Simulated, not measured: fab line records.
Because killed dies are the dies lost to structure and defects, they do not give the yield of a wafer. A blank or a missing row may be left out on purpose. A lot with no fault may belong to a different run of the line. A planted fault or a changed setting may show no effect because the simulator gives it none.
Which of the tools did it? / flow n5Finfet / 27 wafers from 9 lots sampled at 5 of the route's 1938 steps

== WHAT EACH GAUGE READ, for each wafer ==
N5_BEOL_M4_RC_MEAS_101.
lot=L313; measured=day 8 07:31; on=prober-01; DIBL_N (mV/V)=35.3 38.5 36.4
lot=L321; measured=day 10 17:31; on=prober-02; DIBL_N (mV/V)=37.3 36.4 36.4
lot=L322; measured=day 10 18:57; on=prober-01; DIBL_N (mV/V)=35.4 35.0 35.7
lot=L323; measured=day 11 06:13; on=prober-01; DIBL_N (mV/V)=34.2 34.6 36.7
lot=L324; measured=day 11 10:46; on=prober-01; DIBL_N (mV/V)=36.6 36.2 33.7
lot=L327; measured=day 11 19:40; on=prober-01; DIBL_N (mV/V)=35.4 33.9 32.9
lot=L332; measured=day 13 07:11; on=prober-02; DIBL_N (mV/V)=35.3 37.0 37.0
lot=L333; measured=day 13 12:44; on=prober-01; DIBL_N (mV/V)=36.8 38.2 37.3
lot=L334; measured=day 13 13:10; on=prober-02; DIBL_N (mV/V)=33.8 39.8 37.5

== EACH LOT AND THE TOOL THAT RAN IT (in order: tool; ch and the chambers of the sampled wafers; start) ==
lot=L313; N5_HKMG_FIN_STRIP_34=rieDiel-01 ch 0,1,3, day 4 09:52; N5_HKMG_FIN_ETCH_35=rieDiel-01 ch 0,1,3, day 4 09:53; N5_HKMG_FIN_STRIP_19=plasmaAsher-02 ch 0,1, day 4 10:32; N5_HKMG_FIN_ALD_71=aldMetal-01 ch 0,1,2, day 4 12:00
lot=L321; N5_HKMG_FIN_STRIP_34=rieDiel-01 ch 0,2, day 6 12:32; N5_HKMG_FIN_ETCH_35=rieDiel-01 ch 0,2, day 6 12:34; N5_HKMG_FIN_STRIP_19=plasmaAsher-02 ch 0, day 6 12:53; N5_HKMG_FIN_ALD_71=aldMetal-03 ch 0,1,2, day 6 14:20
lot=L322; N5_HKMG_FIN_STRIP_34=rieDiel-02 ch 0,1,3, day 6 18:17; N5_HKMG_FIN_ETCH_35=rieDiel-02 ch 0,1,3, day 6 18:18; N5_HKMG_FIN_STRIP_19=plasmaAsher-01 ch 0,1, day 6 18:35; N5_HKMG_FIN_ALD_71=aldMetal-01 ch 0,2,3, day 6 20:03
lot=L323; N5_HKMG_FIN_STRIP_34=rieDiel-02 ch 1,2,3, day 7 02:41; N5_HKMG_FIN_ETCH_35=rieDiel-02 ch 1,2,3, day 7 02:42; N5_HKMG_FIN_STRIP_19=plasmaAsher-01 ch 0,1, day 7 03:00; N5_HKMG_FIN_ALD_71=aldMetal-01 ch 0,2,3, day 7 04:29
lot=L324; N5_HKMG_FIN_STRIP_34=rieDiel-04 ch 0,1,2, day 7 06:20; N5_HKMG_FIN_ETCH_35=rieDiel-04 ch 0,1,2, day 7 06:21; N5_HKMG_FIN_STRIP_19=plasmaAsher-01 ch 0, day 7 06:38; N5_HKMG_FIN_ALD_71=aldMetal-03 ch 0,2,3, day 7 08:06
lot=L327; N5_HKMG_FIN_STRIP_34=rieDiel-02 ch 1,3, day 7 22:12; N5_HKMG_FIN_ETCH_35=rieDiel-02 ch 1,3, day 7 22:13; N5_HKMG_FIN_STRIP_19=plasmaAsher-02 ch 0,1, day 7 22:32; N5_HKMG_FIN_ALD_71=aldMetal-04 ch 0,1,3, day 7 23:59
lot=L332; N5_HKMG_FIN_STRIP_34=rieDiel-01 ch 1,2,3, day 9 03:26; N5_HKMG_FIN_ETCH_35=rieDiel-01 ch 1,2,3, day 9 03:28; N5_HKMG_FIN_STRIP_19=plasmaAsher-02 ch 1, day 9 03:46; N5_HKMG_FIN_ALD_71=aldMetal-04 ch 0,2,3, day 9 05:14
lot=L333; N5_HKMG_FIN_STRIP_34=rieDiel-01 ch 1,3, day 9 09:34; N5_HKMG_FIN_ETCH_35=rieDiel-01 ch 1,3, day 9 09:35; N5_HKMG_FIN_STRIP_19=plasmaAsher-01 ch 0,1, day 9 09:53; N5_HKMG_FIN_ALD_71=aldMetal-04 ch 0,1,2, day 9 11:20
lot=L334; N5_HKMG_FIN_STRIP_34=rieDiel-04 ch 0,2,3, day 9 17:53; N5_HKMG_FIN_ETCH_35=rieDiel-04 ch 0,2,3, day 9 17:55; N5_HKMG_FIN_STRIP_19=plasmaAsher-02 ch 0,1, day 9 18:13; N5_HKMG_FIN_ALD_71=aldMetal-01 ch 0,1,3, day 9 19:51
- N5_HKMG_FIN_STRIP_34: strips in CF4.
- N5_HKMG_FIN_ETCH_35: etches SOC in N2/H2, target depth 215.8 nm, time 243.4 s.
- N5_HKMG_FIN_STRIP_19: strips in N2/H2, time 360 s.
- N5_HKMG_FIN_ALD_71: deposits TiN, target thk 1 nm, pulse time 1 s, purge time 3 s.

== THE ANSWER, worked out from the rows above alone ==
Rule: the usual values come from the lots themselves. The widest of any qualifying gaps counts: lots, ordered by their means at a reading, are off when they make up no more than a third of the lots, leave a main group of 4 or more, and stand apart from it by 3 or more times the standard deviation of that group's means. If all means in a main group match to the digits the tables above print for the reading, that group is not used. A lot without any number at a reading at which 4 lots or more have one is off too. Where the step has rows for the other lots, those lots are counted as sound.
Nothing can be told from this: no lot is off at any reading shown.

== WHAT THE SIMULATOR HAD PUT IN ==
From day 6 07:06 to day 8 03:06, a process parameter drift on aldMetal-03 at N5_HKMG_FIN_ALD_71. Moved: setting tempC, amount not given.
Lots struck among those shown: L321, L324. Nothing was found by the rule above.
